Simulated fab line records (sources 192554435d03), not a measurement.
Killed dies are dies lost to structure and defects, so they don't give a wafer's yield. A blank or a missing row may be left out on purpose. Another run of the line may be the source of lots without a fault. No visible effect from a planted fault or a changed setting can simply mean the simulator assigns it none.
Matching of chambers | flow n5 finfet | 4 sister chambers for N5_BEOL_M0_SAQP_MANDREL_ETCH_103 on rie si-03
The step etches a-Si in HBr/Cl2, stops on SiCN, target depth 45 nm, bt time 10 s, time 27 s. 8 wafers are shown with their chamber, then 9 later ones without.

WAFERS WITH THEIR CHAMBER
wafer  | chamber | drypump motor current A (A) | oes product au (a.u.)
L076.3 | 0       | 5.85                        | 0.666
L078.1 | 0       | 5.88                        | 0.675
L078.4 | 1       | 5.88                        | 0.682
L080.3 | 2       | 6.28                        | 0.678
L080.6 | 3       | 5.74                        | 0.687
L086.4 | 3       | 5.75                        | 0.670
L086.5 | 2       | 6.28                        | 0.673
L086.6 | 1       | 5.85                        | 0.673

WAFERS MISSING THEIR CHAMBER
wafer  | drypump motor current A (A) | oes product au (a.u.)
L087.2 | 5.90                        | 0.678
L087.4 | 6.27                        | 0.681
L087.5 | 6.26                        | 0.680
L088.2 | 5.88                        | 0.674
L088.3 | 5.87                        | 0.673
L088.5 | 5.90                        | 0.676
L095.2 | 5.91                        | 0.678
L095.3 | 5.85                        | 0.668
L095.6 | 5.75                        | 0.684

EACH ONE'S CHAMBER
wafer  | from the rows above     | in truth
L087.2 | can't be placed: 1 or 0 | 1
L087.4 | 2                       | 2
L087.5 | 2                       | 2
L088.2 | can't be placed: 0 or 1 | 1
L088.3 | can't be placed: 0 or 1 | 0
L088.5 | can't be placed: 1 or 0 | 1
L095.2 | can't be placed: 1 or 0 | 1
L095.3 | can't be placed: 0 or 1 | 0
L095.6 | 3                       | 3
Correctly placed: 3 of 9. Not placeable from these rows: 6 (in 6, the candidates include the true chamber). Wrongly placed: 0.
How it was worked out, from the rows above alone: a wafer's distance from a chamber is the root of the sum, over the readings, of the square of ((its reading less the chamber's mean) divided by the reading's scatter). The wafer belongs to the nearest chamber; if the next one is less than 2 further off, it can't be placed. A chamber's mean is the mean of its shown wafers. The scatter is the square root of a quotient: the sum, over the shown wafers, of each reading's squared deviation from its chamber's mean, divided by wafers minus chambers.
